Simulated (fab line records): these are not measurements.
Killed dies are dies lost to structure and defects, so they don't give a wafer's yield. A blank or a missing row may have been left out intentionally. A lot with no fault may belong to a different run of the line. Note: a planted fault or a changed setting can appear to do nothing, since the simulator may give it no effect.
Comparing a struck lot with a sound one    flow n5_finfet    16 steps out of a route of 1938
Sound: the wafers L159.1, L159.3, L159.4. Struck: wafers L172.3, L172.5. (L172.6 of the same lot was not struck and is left out.) The cause comes at the end.
Order at every step that has rows: each side's tool, ch and its chambers, its first start. Under that, the readings that differ: sound wafers    struck wafers    difference of the means    sigmas: that difference in standard deviations of wafers without a fault.
alike: readings with means less than 2 such deviations apart, plus words and numbers identical on both sides. not compared: withheld readings, readings lacking a value on some wafer, bounds such as >300 that could conceal the same value, and numbers that have no deviation in the record and whose values overlap.
A row with sigmas, a row that says differs or no value, or rows on one side alone: a step with any of these is where the two part. Numbers that have no deviation but don't overlap get no sigmas and don't part them. Lack of a reading on every wafer of one side parts them only where that side has two or more wafers.

N5_MOL_CONTACT_COAG_INSPECT_57: inspects for defects (brightfield).
  sound on defect_inspect-02, day 6 19:14; struck on defect_inspect-01, day 9 23:10
  alike: raw_defect_count
then, 3 steps without rows for these wafers: N5_MOL_CONTACT_COAG_DESCUM_88 (chemistry O2, time 7 s); N5_MOL_CONTACT_COAG_ETCH_89 (etches underlayer in N2/H2, target depth 13 nm, time 10.4 s); N5_MOL_CONTACT_COAG_ETCH_90 (etches SiARC in CF4, target depth 13 nm, time 21.7 s).
N5_MOL_CONTACT_COAG_ALD_131: deposits SiO2, target thk 5 nm, pulse time 1 s, co reactant pulse time 1 s.
  sound on ald_sin-03 ch 1,2,3, day 6 19:31; struck on ald_sin-03 ch 2,3, day 9 23:39
  alike: heater_power_w, precursor_pulse_height_rel
then, 1 step without rows for these wafers: N5_MOL_CONTACT_COAG_ETCHBACK_132 (etches SiO2 in CHF3, target depth 10 nm, time 6.7 s).
N5_MOL_CONTACT_COAG_ETCH_91: etches SOC in N2/H2, target depth 60 nm, overetch 21 nm, time 101.2 s.
  sound on rie_diel-06 ch 2,3, day 6 19:44; struck on rie_diel-06 ch 3, day 9 23:52
  alike: drypump_motor_current_A, h2_flow_sccm, oes_product_au, rf_fwd_power_W, rf_vpp_V, showerhead_plenum_p_Torr, temp_c, throttle_valve_pct
  not compared: rf_hours_counter_h
then, 2 steps without rows for these wafers: N5_MOL_CONTACT_COAG_STRIP_92 (strips in N2/H2); N5_MOL_CONTACT_COAG_STRIP_93 (strips in N2/H2).
N5_MOL_CONTACT_COAG_ETCHBACK_135: etches SiO2 in CHF3, target depth 25 nm, time 16.7 s.
  sound on rie_diel-06 ch 2,3, day 6 19:50; struck on rie_diel-06 ch 3, day 9 23:58
  alike: CHF3_flow_sccm, drypump_motor_current_A, mfc_ar_sccm, oes_product_au, rf_fwd_power_W, rf_vpp_V, showerhead_plenum_p_Torr, throttle_valve_pct
  not compared: rf_hours_counter_h
then, 1 step without rows for these wafers: N5_MOL_CONTACT_COAG_STRIP_118 (strips in CHF3).
N5_MOL_CONTACT_COAG_VIA_ETCH_46: etches SiO2 in C4F6/O2, target depth 46 nm, overetch 9.2 nm, time 40 s.
  sound on rie_diel-06 ch 2,3, day 6 19:52; struck on rie_diel-06 ch 3, day 9 23:59
reading             sound              struck       difference  sigmas
rf_fwd_power_W (W)  323.1 325.8 325.8  322.0 323.3  -2.3        -2
  alike: drypump_motor_current_A, mfc_ar_sccm, oes_o_777_au, oes_product_au, rf_vpp_V, showerhead_plenum_p_Torr, throttle_valve_pct
  not compared: rf_hours_counter_h
N5_MOL_CONTACT_COAG_STRIP_96: strips in N2/H2.
  sound on rie_diel-06 ch 2,3, day 6 19:56; struck on rie_diel-06 ch 3, day 10 00:04
reading      sound              struck       difference  sigmas
power_w (W)  499.8 497.2 498.3  558.1 558.1  +59.7       +37
  alike: bias_power_w, drypump_motor_current_A, h2_flow_sccm, oes_product_au, rf_vpp_V, showerhead_plenum_p_Torr, temp_c, throttle_valve_pct
  not compared: rf_hours_counter_h
N5_MOL_CONTACT_COAG_ETCH_47: etches SiNx in CH3F/O2, stops on W, target depth 27 nm.
  sound on rie_diel-06 ch 2,3, day 6 19:58; struck on rie_diel-06 ch 3, day 10 00:06
  alike: drypump_motor_current_A, etch_rf_on_time_s, mfc_ar_sccm, oes_o_777_au, oes_product_au, rf_fwd_power_W, rf_vpp_V, showerhead_plenum_p_Torr, throttle_valve_pct
  not compared: rf_hours_counter_h
-- the record jumps here: 3 days lie between the struck wafers' starts before and after (it left off in module MOL_CONTACT_COAG and takes up again in module BEOL_M4, whose first step shown is number 1111 of the route) --
N5_BEOL_M4_RC_MEAS_101:
  sound on prober-01 ch 0, day 10 00:34; struck on prober-02 ch 0, day 13 06:05
  alike: DIBL_N, DIBL_P, IOFF_N, IOFF_P, ION_N, ION_P, SS_N, SS_P, VT_N, VT_P
N5_PASSIVATION_PROBE_49:
  rows exist in the record for the sound wafers here (prober-01, day 14 16:47), none for the struck ones

WHERE THEY PART
At N5_MOL_CONTACT_COAG_VIA_ETCH_46 first; at N5_PASSIVATION_PROBE_49 last (within this record only).

WHY: what had been put in by the simulator
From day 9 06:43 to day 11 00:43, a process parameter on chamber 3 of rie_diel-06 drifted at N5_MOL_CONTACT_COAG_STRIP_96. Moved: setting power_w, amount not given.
